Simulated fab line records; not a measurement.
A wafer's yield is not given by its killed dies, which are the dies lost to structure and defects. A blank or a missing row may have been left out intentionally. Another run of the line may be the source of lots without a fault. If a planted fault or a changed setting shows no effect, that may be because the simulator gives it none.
Comparing a struck lot with a sound one	flow n5_finfet	14 steps out of a route of 1938
Sound: the wafers L848.3, L848.4, L848.5. Struck: wafer L840.1 (left out: L840.5, a lot-mate that was not struck); the cause follows at the end.
Order at every step that has rows: each side's tool, ch and its chambers, its first start. Under that, the readings that differ: sound wafers	struck wafers	difference of the means	sigmas: that difference in standard deviations of wafers without a fault.
alike: words and numbers the same on both sides, and readings whose means are apart by under 2 such deviations; not compared: readings that were withheld, readings missing a value for some wafer, numbers with overlapping values and no deviation given by the record, and bounds like >300 which may hide the same value.
A row with sigmas, a row that says differs or no value, or rows on one side alone: a step with any of these is where the two part. Numbers that don't overlap but have no deviation are shown without sigmas and don't part them. A reading that every wafer of one side lacks parts them only if that side has two wafers or more.

N5_BEOL_M5_STRIP_91: strips in N2/H2, time 10 s.
  sound: rie_diel-04 ch 1,2; struck: rie_diel-02 ch 1
  alike: chamber_pressure_mTorr, drypump_motor_current_A, oes_product_au, rf_vpp_V, showerhead_plenum_p_Torr, throttle_valve_pct
  not compared: rf_hours_counter_h
N5_BEOL_M5_OCD_MEAS_38:
  sound on ocd-01 at day 12 06:43; struck on ocd-02 at day 10 11:47
  alike: trench_depth_nm
then, 4 steps without rows for these wafers: N5_BEOL_M5_HM_STRIP_39 (strips TiN in peroxide tin strip, target depth 25 nm, time 158 s); N5_BEOL_M5_SRD_40 (time 30 s); N5_BEOL_M5_PRECLEAN_42 (cleans in residue remover, time 60 s); N5_BEOL_M5_SRD_43 (time 30 s).
N5_BEOL_M5_CD_MEAS_35: target cd 28 nm, target cd y 24 nm.
  sound on cd_sem-01 at day 12 06:52; struck on cd_sem-02 at day 10 11:57
reading	sound	struck	difference	sigmas
cd_nm (nm)	27.8 27.4 27.5	28.3	+0.7	+2
N5_BEOL_M5_CURE_80: cures SiCOH lowk, time 120 s.
  sound on uv_cure-03 ch 2, day 12 07:06; struck on uv_cure-01 ch 2, day 10 11:59
reading	sound	struck	difference	sigmas
lamp_power_pct (%)	52.25 52.20 52.28	52.37	+0.13	+2
wafer_temp_C_max	374.3 373.5 372.6	371.2	-2.3	-2
N5_BEOL_M5_DEGAS_44: time 60 s.
  sound on pvd_sputter-03 at day 12 07:38; struck on pvd_sputter-02 at day 10 12:19
reading	sound	struck	difference	sigmas
heater_power_w (W)	307 338 333	406	+80	+3
  alike: susceptor_temp_C
then, 2 steps without rows for these wafers: N5_BEOL_M5_PRE_CLEAN_45 (time 30 s); N5_BEOL_M5_ALD_86 (deposits TaN, pulse time 2 s, purge time 3 s, co reactant purge time 2 s).
N5_BEOL_M5_SURFACE_TREAT_87:
  sound on pvd_sputter-01 at day 12 08:02; struck on pvd_sputter-03 at day 10 12:40
  not compared: throttle_valve_pct
N5_BEOL_M5_CVD_47: deposits Co from CCTBA/H2, target thk 3 nm, time 216 s.
  sound on cvd_co-02 ch 0,1,2, day 12 08:09; struck on cvd_co-01 ch 2, day 10 12:48
reading	sound	struck	difference	sigmas
run_length_s (s)	239.6 238.8 239.9	235.1	-4.3	-7
  alike: chamber_pressure_Torr
N5_BEOL_M5_SPUTTER_48: material Cu, target thk 15 nm, time 27.62 s.
  sound on pvd_sputter-01 at day 12 08:23; struck on pvd_sputter-03 at day 10 12:57
reading	sound	struck	difference	sigmas
susceptor_temp_C (C)	-20.03 -19.96 -20.05	-19.67	+0.34	+3
  alike: throttle_valve_pct

WHERE THEY PART
Last at N5_BEOL_M5_SPUTTER_48 as far as this record goes, first at N5_BEOL_M5_CD_MEAS_35.

WHY: whatever the simulator had introduced
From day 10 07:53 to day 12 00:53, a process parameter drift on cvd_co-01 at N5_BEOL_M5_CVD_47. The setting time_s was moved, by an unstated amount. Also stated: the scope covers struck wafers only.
